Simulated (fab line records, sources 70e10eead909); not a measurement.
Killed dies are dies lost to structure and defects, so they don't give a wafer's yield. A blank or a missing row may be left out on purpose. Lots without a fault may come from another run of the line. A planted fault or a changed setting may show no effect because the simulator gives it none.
Which tool did it? | flow nand_harc | 12 lots, 36 wafers sampled, at 1 step of a route of 1159

WHAT THE GAUGES READ, wafer by wafer
NHARC_A_M0_CD_MEAS_16.
lot  | measured     | on        | cd_nm (nm)
L075 | day 17 21:59 | cd_sem-03 | 79.7 78.6 79.3
L077 | day 18 01:32 | cd_sem-02 | 78.5 79.5 80.3
L079 | day 19 09:26 | cd_sem-01 | 79.8 80.2 79.5
L082 | day 19 20:07 | cd_sem-02 | 81.1 80.1 80.8
L083 | day 20 05:24 | cd_sem-02 | 80.4 81.8 81.2
L087 | day 20 14:34 | cd_sem-02 | 78.1 79.3 78.7
L086 | day 21 01:08 | cd_sem-02 | 79.1 80.2 80.0
L089 | day 21 11:44 | cd_sem-03 | 79.7 81.5 80.3
L090 | day 22 05:26 | cd_sem-03 | 80.5 80.0 80.7
L094 | day 22 18:53 | cd_sem-01 | 80.9 81.0 81.4
L095 | day 23 01:32 | cd_sem-01 | 78.6 79.3 78.4
L097 | day 23 16:56 | cd_sem-02 | 80.3 81.3 79.8

WHICH TOOL RAN EACH LOT (tool, then ch and the chambers of the sampled wafers, then the start)
The record holds no process step before these readings.

THE ANSWER, worked out from the rows above alone
Rule: what is usual is taken from the lots themselves. Put in order of their means at a reading, lots are off if they are a third of the lots or fewer, leave a main group of 4 or more, and stand apart from it by a gap of 3 or more times the standard deviation of the main group's means; of several such gaps the widest counts. A main group whose means are all the same, to the digits that the tables above print for the reading, isn't used. A lot without any number at a reading at which 4 lots or more have one is off too. The other lots that the step has rows for count as sound.
No lot is off at any reading shown: from this, nothing can be told.

WHAT THE SIMULATOR HAD PUT IN
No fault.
